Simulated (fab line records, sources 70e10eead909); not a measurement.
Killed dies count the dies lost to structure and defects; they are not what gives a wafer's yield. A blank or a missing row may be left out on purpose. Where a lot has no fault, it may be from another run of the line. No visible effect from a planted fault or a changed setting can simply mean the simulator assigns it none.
A lot that was struck, set against a sound lot | flow nand_harc | 14 out of 1302 route steps
Sound: the wafers L121.1, L121.3, L121.4. Struck: wafers L109.2, L109.5, L109.6. Last of all comes the cause.
Each step with rows lists, per side, the tool, then ch with its chambers, then its first start. Under that, the readings that differ: sound wafers | struck wafers | difference of the means | sigmas: that difference in standard deviations of wafers without a fault.
alike: words and numbers the same on both sides, and readings whose means are apart by under 2 such deviations; not compared: readings that were withheld, readings missing a value for some wafer, numbers with overlapping values and no deviation given by the record, and bounds like >300 which may hide the same value.
A row with sigmas, a row that says differs or no value, or rows on one side alone: a step with any of these is where the two part. Numbers that don't overlap but have no deviation are shown without sigmas and don't part them. A reading that every wafer of one side lacks parts them only if that side has two wafers or more.

first, 7 steps without rows for these wafers: NHARC_P_STI_SRD_35; NHARC_P_STI_ETCH_36 (etches SiO2 in dHF, target depth 38.8 nm); NHARC_P_STI_STRIP_24 (strips Si3N4 in H3PO4); NHARC_P_STI_ETCH_37 (etches SiO2 in dHF, target depth 11 nm); NHARC_P_STI_PRECLEAN_38 (cleans in SC1); NHARC_P_STI_SRD_39; NHARC_P_STI_OXIDE_40 (material SiO2, target thk 10 nm, ox time 1362 s).
NHARC_P_STI_INSPECT_25:
  struck on defect_inspect-02, day 4 13:09; sound on defect_inspect-01, day 10 00:54
  alike: raw_defect_count
then, 3 steps without rows for these wafers: NHARC_P_GATE_ETCH_69 (etches SiO2 in dHF, target depth 14 nm); NHARC_P_GATE_PRECLEAN_70 (cleans in SC1); NHARC_P_GATE_SRD_01.
NHARC_P_GATE_OXIDE_02: material SiO2, target thk 37.5 nm, ox time 365 s.
  sound on furnace-07 ch 0, day 10 04:16; struck on furnace-01 ch 0, day 4 22:32
  alike: spike_tc_lower_C
then, 1 step without rows for these wafers: NHARC_P_GATE_DEHYDRATE_03 (time 120 s).
-- the record jumps here: 19 days lie between the struck wafers' starts before and after (it left off in module P_GATE and takes up again in module END, whose first step shown is number 1302 of the route) --
NHARC_END_SORT_01:
  here the record holds rows for the struck wafers (prober-02 ch 0, day 24 09:16) but none for the sound ones

WHERE THEY PART
Only at NHARC_END_SORT_01, as far as this record shows.

WHY: the cause the simulator had injected
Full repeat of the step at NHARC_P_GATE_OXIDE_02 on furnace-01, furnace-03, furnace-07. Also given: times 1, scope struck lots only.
